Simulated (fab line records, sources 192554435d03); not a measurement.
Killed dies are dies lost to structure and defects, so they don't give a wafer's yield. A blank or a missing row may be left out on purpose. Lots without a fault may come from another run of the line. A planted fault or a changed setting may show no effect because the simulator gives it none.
Chamber matching | flow n5_finfet | N5_BEOL_M4_ETCH_70 on rie_diel-01: 4 sister chambers
The step etches SOC in N2/H2, target depth 80 nm, overetch 24 nm, time 130 s. 24 wafers are shown with their chamber, then 12 later ones without.

WAFERS WITH THEIR CHAMBER
wafer  | chamber | drypump_motor_current_A (A) | showerhead_plenum_p_Torr (Torr) | throttle_valve_pct (%)
L074.1 | 3       | 6.3                         | 2.49                            | 17.82
L074.4 | 0       | 5.7                         | 2.56                            | 17.61
L074.6 | 2       | 5.3                         | 2.71                            | 17.60
L078.1 | 0       | 5.8                         | 2.55                            | 17.63
L078.4 | 3       | 6.3                         | 2.49                            | 17.85
L078.6 | 3       | 6.3                         | 2.49                            | 17.82
L080.2 | 1       | 5.1                         | 2.70                            | 17.72
L080.3 | 2       | 5.4                         | 2.70                            | 17.64
L080.6 | 1       | 5.1                         | 2.70                            | 17.74
L083.1 | 0       | 5.7                         | 2.55                            | 17.63
L083.4 | 3       | 6.3                         | 2.48                            | 17.85
L083.6 | 0       | 5.7                         | 2.55                            | 17.63
L085.3 | 3       | 6.3                         | 2.48                            | 17.85
L085.4 | 0       | 5.8                         | 2.55                            | 17.65
L085.5 | 2       | 5.3                         | 2.70                            | 17.67
L087.4 | 3       | 6.3                         | 2.48                            | 17.86
L087.5 | 1       | 5.1                         | 2.69                            | 17.78
L087.6 | 2       | 5.4                         | 2.69                            | 17.65
L090.1 | 2       | 5.3                         | 2.69                            | 17.68
L090.5 | 1       | 5.1                         | 2.69                            | 17.78
L090.6 | 0       | 5.7                         | 2.54                            | 17.67
L092.2 | 1       | 5.1                         | 2.69                            | 17.77
L092.4 | 0       | 5.7                         | 2.54                            | 17.67
L092.5 | 2       | 5.3                         | 2.69                            | 17.69

SIGNATURES (means of the wafers above)
reading                  | chamber 0 | chamber 1 | chamber 2 | chamber 3 | scatter within a chamber
drypump_motor_current_A  | 5.729     | 5.100     | 5.333     | 6.300     | 0.0372
showerhead_plenum_p_Torr | 2.5486    | 2.6940    | 2.6967    | 2.4850    | 0.00667
throttle_valve_pct       | 17.6414   | 17.7580   | 17.6550   | 17.8417   | 0.0253
Rule: a wafer's distance from a chamber is the root of the sum, over the readings, of the square of ((its reading less the chamber's mean) divided by the reading's scatter). The wafer belongs to the nearest chamber; if the next one is less than 2 further off, it can't be placed. The scatter: the root of (the sum of the squares of (reading less its chamber's mean) over the shown wafers, divided by (wafers less chambers)).

WAFERS WITHOUT THEIR CHAMBER
wafer  | drypump_motor_current_A (A) | showerhead_plenum_p_Torr (Torr) | throttle_valve_pct (%)
L093.2 | 6.3                         | 2.47                            | 17.91
L093.3 | 5.7                         | 2.54                            | 17.67
L093.4 | 5.4                         | 2.69                            | 17.69
L095.1 | 5.1                         | 2.68                            | 17.80
L095.2 | 5.4                         | 2.68                            | 17.70
L095.3 | 5.8                         | 2.54                            | 17.68
L095.4 | 6.3                         | 2.47                            | 17.91
L095.5 | 5.4                         | 2.68                            | 17.71
L095.6 | 5.1                         | 2.68                            | 17.81
L097.1 | 5.1                         | 2.68                            | 17.81
L097.2 | 5.4                         | 2.68                            | 17.71
L097.5 | 6.3                         | 2.47                            | 17.91

WHICH CHAMBER EACH WENT THROUGH
wafer  | from the rows above | in truth
L093.2 | 3                   | 3
L093.3 | 0                   | 0
L093.4 | 2                   | 2
L095.1 | 1                   | 1
L095.2 | 2                   | 2
L095.3 | 0                   | 0
L095.4 | 3                   | 3
L095.5 | 2                   | 2
L095.6 | 1                   | 1
L097.1 | 1                   | 1
L097.2 | 2                   | 2
L097.5 | 3                   | 3
Placed correctly: 12 of 12. Can't be placed from these rows: 0. Placed wrongly: 0.
